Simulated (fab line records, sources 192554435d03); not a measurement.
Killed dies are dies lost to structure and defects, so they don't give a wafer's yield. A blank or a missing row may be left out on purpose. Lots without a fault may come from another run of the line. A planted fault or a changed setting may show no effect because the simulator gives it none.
fab line records | flow n5_finfet
record lots=21 wafers=63 last_day=17
route steps=1938 shown BEOL_M8@1367 BEOL_M9@1403
lots that met no fault: from a run of the same line without faults
start_h: hours from the record's first day to the start of the lot's first wafer shown | wait_h: hours since the lot's step before | " the same as in the row above | L1.1+2: a row that stands for several wafers | - no value, or no start given | * or withheld: withheld | < > ~ a bound
route shown NAME@n: a module of which the file shows steps, and the number in the route of the first | usual: mean/standard deviation of fault-free wafers | same: alike in all rows | chamber/n: place in a boat | sites: the reading at each site | _std_site: their standard deviation | _edge_site: outer sites' mean less inner sites' | radius_mm: how far each site lies from the wafer's centre | mask NAME#n: copy n | behind: the tool/chamber that last shaped the wafer | hold: why the lot was held/for how many hours/how that ended | device: the transistor (n, p or np) that didn't switch | end of line: the same wafers' tests at the end of the route | a step without rows: its recipe alone | killed: dies lost to structure and defects at the first sort, not the wafer's yield | map: a wafer's dies, x killed, . not, _ none there
set.NAME: the setting as run; set.NAME@STEP: as run at that earlier step | model.NAME: the simulator's own value behind a step, which no gauge read
steps of the route over a sample of lots; a table a step, a row a wafer
services: from which hour (start_h, from the record's first day; less than 0 if before it) a tool's chamber was out of use, for how many hours, and why
## steps
# step N5_BEOL_M8_INSPECT_30
# recipe mode=adi inspect_instrument=brightfield
# usual raw_defect_count=401/83
# columns lot.wafer tool chamber start_h wait_h raw_defect_count
L074.1 defect_inspect-02 - 203.22 0.1 322
L074.2 " - " " 416
L074.3 " - " " 289
L077.3 defect_inspect-01 - 213.27 0.0 384
L077.4 " - " " 419
L077.6 " - " " 483
L075.3 defect_inspect-01 - 221.58 0.0 357
L075.4 " - " " 303
L075.6 " - " " 400
L078.2 defect_inspect-01 - 225.34 0.0 426
L078.4 " - " " 423
L078.5 " - " " 490
L079.3 defect_inspect-02 - 229.99 0.0 327
L079.4 " - " " 298
L079.6 " - " " 327
L080.1 defect_inspect-02 - 230.16 0.1 479
L080.4 " - " " 250
L080.6 " - " " 499
L081.1 defect_inspect-02 - 233.63 0.1 459
L081.2 " - " " 658
L081.5 " - " " 402
L082.1 defect_inspect-02 - 243.93 0.1 378
L082.4 " - " " 353
L082.5 " - " " 393
L083.1 defect_inspect-01 - 251.17 0.1 409
L083.2 " - " " 417
L083.5 " - " " 387
L085.2 defect_inspect-02 - 264.47 0.0 456
L085.4 " - " " 328
L085.6 " - " " 581
L086.1 defect_inspect-02 - 276.08 0.1 476
L086.2 " - " " 394
L086.4 " - " " 424
L084.1 defect_inspect-02 - 284.75 0.1 379
L084.5 " - " " 427
L084.6 " - " " 379
L088.2 defect_inspect-01 - 284.92 0.0 508
L088.5 " - " " 395
L088.6 " - " " 630
L090.2 defect_inspect-02 - 287.15 0.0 380
L090.3 " - " " 358
L090.4 " - " " 335
L087.1 defect_inspect-02 - 287.19 0.1 339
L087.2 " - " " 291
L087.6 " - " " 376
L089.3 defect_inspect-02 - 290.69 0.0 466
L089.4 " - " " 428
L089.5 " - " " 353
L091.1 defect_inspect-02 - 302.40 0.1 356
L091.3 " - " " 241
L091.4 " - " " 371
L092.2 defect_inspect-02 - 312.02 0.0 412
L092.5 " - " " 323
L092.6 " - " " 417
L094.4 defect_inspect-01 - 322.23 0.0 446
L094.5 " - " " 527
L094.6 " - " " 437
L096.1 defect_inspect-01 - 329.78 0.1 298
L096.2 " - " " 297
L096.4 " - " " 364
L095.2 defect_inspect-02 - 329.95 0.0 337
L095.4 " - " " 320
L095.5 " - " " 353
# step N5_BEOL_M8_DESCUM_33
# recipe chemistry=O2 time_s=7 source_power_w=50 bias_power_w=20 pressure_mtorr=20 rf_frequency_hz=2.712e+07 temp_c=40 resist=CAR-EUV o2_flow_sccm=225
# usual drypump_motor_current_A=5.5/0.38 oes_product_au=0.75/0.08 rf_vpp_V=242.8/1.6 showerhead_plenum_p_Torr=2.07/0.088 temp_c=39.97/0.12 throttle_valve_pct=20.38/0.13
# columns lot.wafer tool chamber start_h wait_h drypump_motor_current_A oes_product_au rf_hours_counter_h rf_vpp_V showerhead_plenum_p_Torr temp_c throttle_valve_pct
L074.1 rie_diel-04 2 203.26 0.0 4.8 0.88 50 242.0 2.05 39.93 20.37
L074.2 " 0 " " 5.9 0.69 205 241.2 1.97 39.88 20.51
L074.3 " 1 " " 5.3 0.70 224 244.2 2.15 40.13 20.57
L077.3 rie_diel-05 3 214.39 1.1 5.7 0.89 - 245.8 2.20 39.94 20.16
L077.4 " 2 " " 5.9 0.70 - 243.7 2.17 39.89 20.42
L077.6 " 3 " " 5.7 0.89 - 244.5 2.20 40.07 20.17
L075.3 rie_diel-05 3 222.97 1.4 5.7 0.88 33 244.6 2.20 39.91 20.19
L075.4 " 2 " " 5.9 0.70 - 244.3 2.17 39.84 20.44
L075.6 " 3 " " 5.7 0.88 - 244.7 2.20 39.83 20.19
L078.2 rie_diel-02 0 226.24 0.9 5.7 0.70 216 241.6 1.98 40.07 20.44
L078.4 " 1 " " 5.0 0.86 49 243.4 2.14 40.24 20.27
L078.5 " 2 " " 5.9 0.70 - 243.2 2.15 39.84 20.48
L079.3 rie_diel-04 3 231.07 1.1 5.6 0.69 207 239.9 1.97 40.10 20.29
L079.4 " 1 " " 5.3 0.70 228 245.3 2.14 39.92 20.57
L079.6 " 1 " " 5.3 0.70 - 243.0 2.14 39.85 20.56
L080.1 rie_diel-02 1 231.26 1.1 4.9 0.84 52 243.1 2.14 39.98 20.26
L080.4 " 2 " " 5.9 0.70 218 242.9 2.14 39.70 20.47
L080.6 " 0 " " 5.6 0.70 - 241.7 1.98 40.05 20.45
L081.1 rie_diel-04 3 234.09 0.5 5.6 0.70 208 241.5 1.97 40.01 20.31
L081.2 " 1 " " 5.3 0.70 229 244.0 2.14 39.77 20.57
L081.5 " 1 " " 5.3 0.71 - 245.1 2.14 39.82 20.57
L082.1 rie_diel-05 3 243.96 0.0 5.7 0.86 37 246.3 2.20 39.94 20.19
L082.4 " 2 " " 5.9 0.69 218 244.9 2.17 40.14 20.44
L082.5 " 0 " " 5.0 0.78 - 244.4 2.11 39.92 20.06
L083.1 rie_diel-02 2 251.21 0.0 5.9 0.69 226 244.0 2.14 39.74 20.49
L083.2 " 3 " " 5.4 0.86 63 243.4 2.11 40.18 20.29
L083.5 " 1 " " 4.9 0.82 - 243.9 2.14 39.94 20.27
L085.2 rie_diel-04 0 264.52 0.0 5.8 0.68 223 241.7 1.96 40.05 20.54
L085.4 " 0 " " 5.8 0.68 - 240.8 1.96 40.01 20.54
L085.6 " 3 " " 5.6 0.68 - 243.2 1.96 40.08 20.31
L086.1 rie_diel-04 3 276.11 0.0 5.6 0.68 226 241.7 1.96 39.86 20.33
L086.2 " 2 " " 4.8 0.84 73 241.9 2.04 39.97 20.41
L086.4 " 0 " " 5.9 0.68 225 240.7 1.96 39.99 20.52
L084.1 rie_diel-04 2 285.00 0.2 4.8 0.84 77 244.2 2.04 39.94 20.42
L084.5 " 3 " " 5.6 0.68 - 240.3 1.96 40.00 20.34
L084.6 " 2 " " 4.8 0.84 - 241.5 2.04 40.01 20.42
L088.2 rie_diel-04 1 285.51 0.6 5.3 0.69 248 245.4 2.14 40.03 20.59
L088.5 " 1 " " 5.3 0.68 - 242.8 2.14 40.02 20.59
L088.6 " 0 " " 5.8 0.68 - 241.5 1.96 40.01 20.53
L090.2 rie_diel-02 3 287.18 0.0 5.4 0.85 75 243.0 2.11 40.00 20.33
L090.3 " 1 " " 5.0 0.82 72 244.4 2.14 39.82 20.30
L090.4 " 0 " " 5.7 0.68 238 242.7 1.97 39.86 20.47
L087.1 rie_diel-05 3 287.55 0.4 5.7 0.84 54 245.8 2.19 39.89 20.23
L087.2 " 0 " " 4.9 0.76 110 244.2 2.10 39.93 20.05
L087.6 " 0 " " 5.0 0.77 - 242.5 2.10 40.07 20.07
L089.3 rie_diel-05 2 290.73 0.0 5.9 0.68 235 243.8 2.16 39.89 20.47
L089.4 " 0 " " 4.9 0.76 111 243.0 2.10 39.94 20.07
L089.5 " 3 " " 5.7 0.83 - 244.7 2.19 40.07 20.23
L091.1 rie_diel-04 0 302.48 0.1 5.9 0.67 236 241.3 1.96 40.05 20.55
L091.3 " 2 " " 4.8 0.82 83 242.2 2.04 39.89 20.44
L091.4 " 2 " " 4.8 0.82 - 241.9 2.04 39.93 20.42
L092.2 rie_diel-02 1 312.06 0.0 5.0 0.81 79 242.9 2.13 39.86 20.31
L092.5 " 0 " " 5.7 0.68 - 240.5 1.97 40.03 20.48
L092.6 " 1 " " 5.0 0.82 - 243.4 2.13 39.85 20.31
L094.4 rie_diel-04 1 322.26 0.0 5.3 0.96 5 244.5 2.13 39.98 20.30
L094.5 " 3 " " 5.6 0.67 - 241.0 1.96 40.05 20.35
L094.6 " 0 " " 5.9 0.66 - 240.6 1.96 40.12 20.57
L096.1 rie_diel-05 3 329.81 0.0 5.7 0.82 70 245.3 2.19 40.09 20.27
L096.2 " 2 " " 5.9 0.68 248 244.6 2.16 40.14 20.48
L096.4 " 0 " " 4.9 0.75 127 243.5 2.10 39.78 20.10
L095.2 rie_diel-02 0 330.16 0.2 5.6 0.68 255 241.8 1.97 39.90 20.51
L095.4 " 1 " " 4.9 0.80 - 242.4 2.13 39.73 20.35
L095.5 " 3 " " 5.4 0.84 - 243.2 2.11 39.95 20.34
# step N5_BEOL_M8_ETCH_65
# recipe chemistry=CF4 target=SiARC target_depth_a=156 mask_material=CAR-EUV time_s=26 ion_energy_ev=80 pressure_mtorr=40 source_w=545 bias_w=36 Ar_flow_sccm=100 cf4_flow_sccm=100 ends=cleared
# usual drypump_motor_current_A=5.5/0.38 etch_rf_on_time_s=26.3/0.45 oes_product_au=0.64/0.066 rf_vpp_V=183.9/1.3 showerhead_plenum_p_Torr=2.13/0.082 throttle_valve_pct=15.66/0.19
# columns lot.wafer tool chamber start_h wait_h drypump_motor_current_A etch_rf_on_time_s oes_product_au rf_hours_counter_h rf_vpp_V showerhead_plenum_p_Torr throttle_valve_pct
L074.1 rie_diel-04 2 203.31 0.0 4.8 26.0 0.74 50 183.4 2.09 15.49
L074.2 " 0 " " 5.9 26.3 0.59 205 182.5 2.05 15.85
L074.3 " 1 " " 5.3 26.2 0.59 224 184.5 2.21 15.88
L077.3 rie_diel-05 3 214.46 0.0 5.7 26.6 0.75 - 185.7 2.27 15.42
L077.4 " 2 " " 5.9 26.1 0.60 - 184.5 2.21 15.61
L077.6 " 3 " " 5.7 26.7 0.74 - 185.1 2.27 15.43
L075.3 rie_diel-05 3 223.03 0.0 5.7 26.7 0.73 33 185.1 2.26 15.43
L075.4 " 2 " " 5.9 26.0 0.60 - 184.2 2.21 15.61
L075.6 " 3 " " 5.7 26.8 0.74 - 186.0 2.26 15.43
L078.2 rie_diel-02 0 226.29 0.0 5.7 26.8 0.58 216 181.8 2.04 15.68
L078.4 " 1 " " 5.0 26.3 0.72 49 183.5 2.19 15.36
L078.5 " 2 " " 5.9 25.8 0.60 - 185.0 2.20 15.85
L079.3 rie_diel-04 3 231.12 0.0 5.7 26.7 0.59 207 182.1 2.04 15.70
L079.4 " 1 " " 5.3 26.0 0.60 228 183.7 2.20 15.90
L079.6 " 1 " " 5.3 25.9 0.60 - 186.2 2.20 15.87
L080.1 rie_diel-02 1 231.31 0.0 5.0 25.6 0.72 52 184.2 2.18 15.35
L080.4 " 2 " " 5.9 25.3 0.61 218 184.9 2.20 15.85
L080.6 " 0 " " 5.7 26.1 0.60 - 183.2 2.04 15.69
L081.1 rie_diel-04 3 234.15 0.0 5.6 26.8 0.58 208 184.0 2.04 15.68
L081.2 " 1 " " 5.3 26.1 0.59 229 184.8 2.20 15.90
L081.5 " 1 " " 5.3 26.1 0.60 - 185.2 2.20 15.90
L082.1 rie_diel-05 3 244.01 0.0 5.7 27.0 0.73 37 185.4 2.26 15.43
L082.4 " 2 " " 5.9 26.5 0.59 218 185.0 2.21 15.64
L082.5 " 0 " " 5.0 26.2 0.68 - 183.3 2.16 15.29
L083.1 rie_diel-02 2 251.26 0.0 5.9 25.5 0.60 226 185.6 2.20 15.88
L083.2 " 3 " " 5.4 25.8 0.73 63 184.9 2.18 15.58
L083.5 " 1 " " 5.0 26.0 0.70 - 183.8 2.18 15.38
L085.2 rie_diel-04 0 264.57 0.0 5.9 26.4 0.59 223 181.2 2.04 15.87
L085.4 " 0 " " 5.9 26.2 0.58 - 183.7 2.04 15.87
L085.6 " 3 " " 5.6 26.5 0.58 - 182.7 2.03 15.73
L086.1 rie_diel-04 3 276.16 0.0 5.7 26.5 0.58 226 182.8 2.03 15.72
L086.2 " 2 " " 4.8 26.0 0.71 73 183.7 2.08 15.54
L086.4 " 0 " " 5.8 26.2 0.58 225 182.2 2.04 15.88
L084.1 rie_diel-04 2 285.06 0.0 4.8 26.1 0.71 77 183.8 2.08 15.53
L084.5 " 3 " " 5.6 26.9 0.57 - 184.4 2.03 15.73
L084.6 " 2 " " 4.8 26.1 0.71 - 184.9 2.08 15.54
L088.2 rie_diel-04 1 285.56 0.0 5.3 26.4 0.58 248 185.5 2.20 15.92
L088.5 " 1 " " 5.3 26.2 0.58 - 185.6 2.20 15.93
L088.6 " 0 " " 5.9 26.2 0.58 - 183.0 2.04 15.89
L090.2 rie_diel-02 3 287.23 0.0 5.4 26.3 0.72 75 185.4 2.18 15.62
L090.3 " 1 " " 5.0 26.5 0.69 72 184.4 2.18 15.41
L090.4 " 0 " " 5.7 26.7 0.58 238 183.2 2.03 15.74
L087.1 rie_diel-05 3 287.60 0.0 5.7 27.0 0.71 54 185.4 2.26 15.49
L087.2 " 0 " " 4.9 26.1 0.66 110 184.8 2.15 15.33
L087.6 " 0 " " 5.0 26.0 0.66 - 184.2 2.15 15.33
L089.3 rie_diel-05 2 290.78 0.0 5.9 26.3 0.58 235 184.1 2.20 15.67
L089.4 " 0 " " 5.0 26.2 0.65 111 183.9 2.15 15.33
L089.5 " 3 " " 5.7 27.0 0.70 - 185.2 2.26 15.50
L091.1 rie_diel-04 0 302.53 0.0 5.8 26.3 0.57 236 182.3 2.04 15.91
L091.3 " 2 " " 4.8 26.0 0.70 83 183.4 2.08 15.57
L091.4 " 2 " " 4.8 26.0 0.70 - 184.4 2.08 15.54
L092.2 rie_diel-02 1 312.11 0.0 4.9 26.0 0.68 79 185.2 2.18 15.40
L092.5 " 0 " " 5.6 26.6 0.58 - 183.1 2.03 15.76
L092.6 " 1 " " 4.9 26.0 0.69 - 185.3 2.17 15.41
L094.4 rie_diel-04 1 322.32 0.0 5.3 25.8 0.81 5 184.3 2.19 15.48
L094.5 " 3 " " 5.6 27.1 0.55 - 184.0 2.02 15.76
L094.6 " 0 " " 5.9 26.8 0.56 - 182.7 2.03 15.91
L096.1 rie_diel-05 3 329.86 0.0 5.7 27.4 0.68 70 184.9 2.25 15.51
L096.2 " 2 " " 5.9 26.4 0.58 248 184.4 2.20 15.69
L096.4 " 0 " " 4.9 26.4 0.64 127 183.0 2.15 15.37
L095.2 rie_diel-02 0 330.21 0.0 5.6 26.4 0.57 255 181.4 2.02 15.78
L095.4 " 1 " " 5.0 25.8 0.68 - 185.1 2.17 15.45
L095.5 " 3 " " 5.3 25.8 0.71 - 183.6 2.17 15.64
# step N5_BEOL_M8_STRIP_80
# recipe chemistry=N2/H2 time_s=10 power_w=450 temp_c=40 pressure_mtorr=20 rf_frequency_hz=6e+07 bias_power_w=7 n2_flow_sccm=200 h2_flow_sccm=200
# usual drypump_motor_current_A=5.5/0.38 oes_product_au=0.75/0.081 rf_vpp_V=59.1/0.8 showerhead_plenum_p_Torr=2.52/0.1 temp_c=40.01/0.11 throttle_valve_pct=23.62/0.26
# columns lot.wafer tool chamber start_h wait_h drypump_motor_current_A oes_product_au rf_hours_counter_h rf_vpp_V showerhead_plenum_p_Torr temp_c throttle_valve_pct
L074.1 rie_diel-04 2 - - 4.8 0.88 50 58.9 2.46 39.87 23.30
L074.2 " 0 " " 5.9 0.69 205 59.3 2.41 39.96 23.90
L074.3 " 1 " " 5.3 0.71 224 60.1 2.60 39.93 23.70
L077.3 rie_diel-05 3 - - 5.7 0.89 - 59.6 2.70 39.98 23.57
L077.4 " 2 " " 5.9 0.70 - 58.6 2.63 39.99 23.69
L077.6 " 3 " " 5.7 0.89 - 60.1 2.70 39.88 23.57
L075.3 rie_diel-05 3 - - 5.7 0.88 33 59.1 2.70 40.19 23.56
L075.4 " 2 " " 5.9 0.70 - 61.4 2.62 40.07 23.68
L075.6 " 3 " " 5.8 0.88 - 59.9 2.70 39.94 23.55
L078.2 rie_diel-02 0 - - 5.7 0.70 216 58.8 2.43 40.12 24.13
L078.4 " 1 " " 5.0 0.85 49 58.8 2.58 40.00 23.27
L078.5 " 2 " " 5.9 0.71 - 60.6 2.63 39.98 23.70
L079.3 rie_diel-04 3 - - 5.6 0.68 207 58.7 2.41 39.90 23.56
L079.4 " 1 " " 5.3 0.70 228 60.1 2.60 40.17 23.70
L079.6 " 1 " " 5.3 0.70 - 58.4 2.60 40.10 23.71
L080.1 rie_diel-02 1 - - 5.0 0.84 53 58.0 2.57 39.89 23.28
L080.4 " 2 " " 5.9 0.69 218 59.9 2.63 40.11 23.69
L080.6 " 0 " " 5.7 0.69 - 58.5 2.43 39.95 24.12
L081.1 rie_diel-04 3 - - 5.6 0.69 208 59.7 2.41 39.85 23.55
L081.2 " 1 " " 5.3 0.70 230 58.7 2.60 40.15 23.72
L081.5 " 1 " " 5.3 0.69 - 59.3 2.60 40.09 23.72
L082.1 rie_diel-05 3 - - 5.7 0.86 37 59.6 2.70 40.06 23.57
L082.4 " 2 " " 5.9 0.69 218 58.8 2.62 40.22 23.71
L082.5 " 0 " " 5.0 0.78 - 58.7 2.56 40.08 23.18
L083.1 rie_diel-02 2 - - 5.9 0.69 226 60.1 2.63 40.08 23.72
L083.2 " 3 " " 5.4 0.87 63 59.0 2.56 40.00 23.37
L083.5 " 1 " " 5.0 0.83 - 58.4 2.57 39.99 23.30
L085.2 rie_diel-04 0 - - 5.9 0.68 223 59.4 2.41 40.02 23.90
L085.4 " 0 " " 5.9 0.68 - 58.9 2.41 39.90 23.90
L085.6 " 3 " " 5.6 0.69 - 59.2 2.41 39.96 23.57
L086.1 rie_diel-04 3 - - 5.6 0.68 227 59.1 2.40 40.10 23.57
L086.2 " 2 " " 4.8 0.84 74 60.1 2.45 40.08 23.33
L086.4 " 0 " " 5.9 0.67 225 59.1 2.41 40.02 23.90
L084.1 rie_diel-04 2 - - 4.8 0.84 77 58.5 2.45 40.02 23.33
L084.5 " 3 " " 5.6 0.68 - 58.0 2.40 39.92 23.58
L084.6 " 2 " " 4.8 0.83 - 59.3 2.45 40.13 23.35
L088.2 rie_diel-04 1 - - 5.3 0.68 249 58.5 2.59 39.77 23.74
L088.5 " 1 " " 5.3 0.69 - 58.7 2.59 39.96 23.74
L088.6 " 0 " " 5.9 0.68 - 58.5 2.40 40.16 23.92
L090.2 rie_diel-02 3 - - 5.4 0.84 75 58.9 2.55 40.02 23.37
L090.3 " 1 " " 5.0 0.81 72 59.2 2.57 39.93 23.30
L090.4 " 0 " " 5.7 0.68 238 60.1 2.42 40.05 24.17
L087.1 rie_diel-05 3 - - 5.7 0.84 54 59.3 2.69 40.12 23.58
L087.2 " 0 " " 5.0 0.77 110 59.7 2.56 39.95 23.20
L087.6 " 0 " " 5.0 0.76 - 58.3 2.56 39.99 23.18
L089.3 rie_diel-05 2 - - 5.9 0.69 235 59.0 2.62 40.04 23.72
L089.4 " 0 " " 5.0 0.76 112 59.1 2.56 40.05 23.19
L089.5 " 3 " " 5.7 0.84 - 59.8 2.69 39.98 23.59
L091.1 rie_diel-04 0 - - 5.9 0.67 237 58.5 2.40 40.02 23.93
L091.3 " 2 " " 4.8 0.82 84 58.0 2.45 39.93 23.33
L091.4 " 2 " " 4.8 0.82 - 58.3 2.45 40.13 23.35
L092.2 rie_diel-02 1 - - 5.0 0.82 80 58.5 2.56 40.15 23.31
L092.5 " 0 " " 5.7 0.68 - 60.1 2.42 40.03 24.16
L092.6 " 1 " " 5.0 0.81 - 60.9 2.56 39.83 23.31
L094.4 rie_diel-04 1 - - 5.3 0.96 5 60.1 2.58 40.04 23.53
L094.5 " 3 " " 5.7 0.67 - 59.6 2.40 40.02 23.60
L094.6 " 0 " " 5.9 0.66 - 58.5 2.40 40.04 23.93
L096.1 rie_diel-05 3 - - 5.8 0.82 70 60.1 2.69 40.09 23.60
L096.2 " 2 " " 5.9 0.68 248 60.6 2.61 39.83 23.74
L096.4 " 0 " " 4.9 0.74 127 58.3 2.55 40.03 23.20
L095.2 rie_diel-02 0 - - 5.7 0.67 256 57.5 2.41 39.99 24.18
L095.4 " 1 " " 5.0 0.80 - 59.1 2.56 40.15 23.32
L095.5 " 3 " " 5.4 0.84 - 59.7 2.55 40.03 23.41
# step N5_BEOL_M9_THK_MEAS_01
# recipe reads=SiCOH_lowk_of_BEOL_M9_ILD_DEP_00
# usual M9_ILD_THK=268/3.3
# columns lot.wafer tool chamber start_h wait_h M9_ILD_THK[nm]
L074.1 film_metro-02 - 208.10 0.4 273
L074.2 " - " " 267
L074.3 " - " " 268
L077.3 film_metro-02 - 218.31 0.3 265
L077.4 " - " " 269
L077.6 " - " " 267
L075.3 film_metro-02 - 226.44 0.3 270
L075.4 " - " " 272
L075.6 " - " " 267
L078.2 film_metro-01 - 229.81 0.4 267
L078.4 " - " " 271
L078.5 " - " " 273
L079.3 film_metro-02 - 236.01 0.3 267
L079.4 " - " " 268
L079.6 " - " " 270
L080.1 film_metro-01 - 236.65 0.8 263
L080.4 " - " " 278
L080.6 " - " " 269
L081.1 film_metro-02 - 238.21 0.8 263
L081.2 " - " " 267
L081.5 " - " " 269
L082.1 film_metro-01 - 247.18 0.4 265
L082.4 " - " " 270
L082.5 " - " " 268
L083.1 film_metro-02 - 254.75 0.4 264
L083.2 " - " " 267
L083.5 " - " " 272
L085.2 film_metro-01 - 268.71 0.7 266
L085.4 " - " " 269
L085.6 " - " " 272
L086.1 film_metro-01 - 279.36 0.4 267
L086.2 " - " " 266
L086.4 " - " " 266
L084.1 film_metro-02 - 288.61 0.4 261
L084.5 " - " " 267
L084.6 " - " " 267
L088.2 film_metro-02 - 289.56 0.4 265
L088.5 " - " " 271
L088.6 " - " " 272
L090.2 film_metro-02 - 290.59 0.4 264
L090.3 " - " " 267
L090.4 " - " " 275
L087.1 film_metro-02 - 290.85 0.4 270
L087.2 " - " " 265
L087.6 " - " " 270
L089.3 film_metro-01 - 295.95 0.3 269
L089.4 " - " " 275
L089.5 " - " " 271
L091.1 film_metro-01 - 306.34 0.4 266
L091.3 " - " " 268
L091.4 " - " " 271
L092.2 film_metro-02 - 316.35 0.4 266
L092.5 " - " " 274
L092.6 " - " " 271
L094.4 film_metro-02 - 326.16 0.2 274
L094.5 " - " " 271
L094.6 " - " " 276
L096.1 film_metro-01 - 333.87 0.4 267
L096.2 " - " " 264
L096.4 " - " " 268
L095.2 film_metro-01 - 334.04 0.4 268
L095.4 " - " " 272
L095.5 " - " " 270
# step N5_BEOL_M9_DESCUM_16
# recipe chemistry=O2 time_s=7.9 source_power_w=50 bias_power_w=20 pressure_mtorr=20 rf_frequency_hz=2.712e+07 temp_c=40 resist=CAR-ArF o2_flow_sccm=225
# usual drypump_motor_current_A=5.6/0.35 oes_product_au=0.78/0.074 rf_vpp_V=243.4/1.3 showerhead_plenum_p_Torr=2.10/0.074 temp_c=40.00/0.12 throttle_valve_pct=20.28/0.28
# columns lot.wafer tool chamber start_h wait_h drypump_motor_current_A oes_product_au rf_hours_counter_h rf_vpp_V showerhead_plenum_p_Torr temp_c throttle_valve_pct
L074.1 rie_diel-03 2 209.14 0.1 5.2 0.75 174 241.8 1.98 40.15 19.94
L074.2 " 0 " " 5.2 0.84 71 244.3 2.22 40.04 20.13
L074.3 " 3 " " 5.9 0.69 246 244.8 2.14 39.92 20.83
L077.3 rie_diel-06 2 219.06 0.0 5.2 0.69 220 242.9 2.05 40.05 20.61
L077.4 " 3 " " 5.3 0.82 75 243.3 2.21 40.10 20.42
L077.6 " 2 " " 5.2 0.70 - 242.4 2.05 40.01 20.62
L075.3 rie_diel-03 2 227.18 0.0 5.2 0.74 176 242.2 1.98 40.16 19.93
L075.4 " 0 " " 5.3 0.82 73 245.3 2.22 40.01 20.15
L075.6 " 0 " " 5.3 0.82 - 246.3 2.22 40.01 20.13
L078.2 rie_diel-06 3 231.35 0.0 5.3 0.81 79 244.8 2.21 40.08 20.44
L078.4 " 2 " " 5.2 0.70 224 242.6 2.05 40.19 20.61
L078.5 " 2 " " 5.2 0.70 - 242.6 2.05 40.08 20.62
L079.3 rie_diel-06 3 237.23 0.0 5.3 0.82 82 245.0 2.20 39.88 20.43
L079.4 " 0 " " 5.8 0.88 55 243.3 2.03 40.00 20.41
L079.6 " 0 " " 5.8 0.88 - 241.9 2.03 40.12 20.43
L080.1 rie_diel-03 0 237.39 0.0 5.3 0.82 76 244.1 2.22 39.95 20.13
L080.4 " 0 " " 5.2 0.82 - 245.4 2.22 39.86 20.13
L080.6 " 1 " " 6.0 0.79 - 244.9 2.19 40.09 19.94
L081.1 rie_diel-01 3 239.18 0.0 6.2 0.86 64 243.2 2.03 40.15 20.10
L081.2 " 1 " " 5.8 0.70 213 243.4 2.07 39.87 20.28
L081.5 " 3 " " 6.2 0.87 - 242.2 2.03 39.90 20.10
L082.1 rie_diel-06 0 248.97 0.3 5.8 0.87 59 242.1 2.03 39.90 20.40
L082.4 " 2 " " 5.2 0.70 - 243.0 2.05 40.10 20.64
L082.5 " 0 " " 5.8 0.88 - 242.9 2.03 39.74 20.42
L083.1 rie_diel-06 1 256.51 0.0 5.9 0.83 62 244.1 2.10 40.09 19.79
L083.2 " 2 " " 5.2 0.69 233 243.6 2.05 39.78 20.63
L083.5 " 2 " " 5.2 0.69 - 243.2 2.05 39.86 20.63
L085.2 rie_diel-01 3 271.01 0.0 6.2 0.85 74 241.7 2.03 40.11 20.13
L085.4 " 1 " " 5.9 0.69 222 242.5 2.07 40.19 20.27
L085.6 " 1 " " 5.9 0.69 - 243.0 2.07 40.20 20.29
L086.1 rie_diel-01 0 282.51 0.5 5.2 0.69 207 243.8 2.14 40.04 20.40
L086.2 " 0 " " 5.2 0.69 - 243.7 2.14 40.08 20.39
L086.4 " 0 " " 5.2 0.69 - 244.5 2.14 40.10 20.38
L084.1 rie_diel-06 1 290.46 0.8 5.9 0.83 74 243.6 2.10 40.07 19.83
L084.5 " 0 " " 5.8 0.86 - 242.8 2.03 39.95 20.45
L084.6 " 3 " " 5.3 0.81 - 243.0 2.20 40.10 20.47
L088.2 rie_diel-06 0 291.66 0.0 5.8 0.86 72 241.1 2.03 39.94 20.44
L088.5 " 1 " " 5.9 0.83 - 243.7 2.10 40.10 19.82
L088.6 " 2 " " 5.2 0.69 - 241.4 2.05 40.10 20.66
L090.2 rie_diel-06 3 292.39 0.3 5.3 0.80 100 245.9 2.20 39.99 20.45
L090.3 " 1 " " 5.9 0.81 75 243.8 2.10 40.03 19.82
L090.4 " 2 " " 5.2 0.68 246 242.3 2.05 39.97 20.65
L087.1 rie_diel-06 3 292.64 0.4 5.3 0.80 100 246.0 2.20 39.93 20.44
L087.2 " 0 " " 5.8 0.85 73 241.2 2.03 40.16 20.46
L087.6 " 0 " " 5.8 0.86 - 242.6 2.03 40.08 20.45
L089.3 rie_diel-06 3 296.78 0.0 5.3 0.80 101 244.2 2.20 39.95 20.47
L089.4 " 0 " " 5.8 0.85 74 242.2 2.03 40.26 20.46
L089.5 " 0 " " 5.8 0.86 - 241.0 2.03 40.15 20.46
L091.1 rie_diel-01 1 308.30 0.0 5.8 0.68 230 241.6 2.06 40.08 20.31
L091.3 " 0 " " 5.2 0.67 217 244.9 2.14 40.12 20.43
L091.4 " 3 " " 6.2 0.83 - 241.8 2.02 39.98 20.13
L092.2 rie_diel-06 0 317.54 0.0 5.8 0.85 80 241.8 2.03 39.85 20.47
L092.5 " 1 " " 5.9 0.80 - 242.1 2.09 39.88 19.85
L092.6 " 0 " " 5.8 0.85 - 242.9 2.03 40.13 20.48
L094.4 rie_diel-01 1 327.42 0.0 5.8 0.69 236 243.4 2.06 40.10 20.30
L094.5 " 3 " " 6.2 0.83 - 243.0 2.02 39.98 20.17
L094.6 " 0 " " 5.2 0.68 - 245.1 2.13 39.93 20.40
L096.1 rie_diel-06 3 335.47 0.1 5.3 0.77 115 244.8 2.19 40.10 20.49
L096.2 " 0 " " 5.8 0.84 87 243.4 2.02 39.84 20.47
L096.4 " 2 " " 5.2 0.95 6 241.4 2.04 40.17 20.30
L095.2 rie_diel-03 0 335.72 0.1 5.2 0.79 108 244.3 2.21 39.93 20.18
L095.4 " 3 " " 5.9 0.89 27 244.5 2.13 39.82 20.52
L095.5 " 1 " " 6.0 0.75 - 244.4 2.18 40.24 19.99
## services
# columns tool chamber start_h hours kind
rie_diel-06 0 191.26 3.2 repair
rie_diel-03 0 195.40 6.6 repair
rie_diel-06 1 206.40 12.2 repair
rie_diel-04 - 212.45 14.6 pm
rie_diel-05 0 213.96 11.5 repair
rie_diel-06 - 215.37 0.3 repair
rie_diel-03 3 218.34 1.6 repair
rie_diel-03 - 218.39 7.2 repair
rie_diel-06 3 248.87 4.0 repair
rie_diel-05 1 253.43 2.5 repair
rie_diel-01 1 271.31 18.5 repair
rie_diel-02 - 273.16 0.6 repair
rie_diel-05 - 278.82 0.5 repair
rie_diel-05 2 282.21 3.3 repair
rie_diel-01 2 282.41 8.8 repair
rie_diel-04 1 289.29 - clean
rie_diel-04 1 289.29 - consumable_replace:focus_ring
rie_diel-04 1 289.29 17.8 scheduled_down
rie_diel-04 1 289.29 17.8 vent_cycle
rie_diel-02 3 310.74 16.3 repair
rie_diel-02 2 327.39 - clean
rie_diel-02 2 327.39 - consumable_replace:focus_ring
rie_diel-04 0 330.12 3.0 repair
rie_diel-05 2 333.81 16.7 repair
## key
fault none
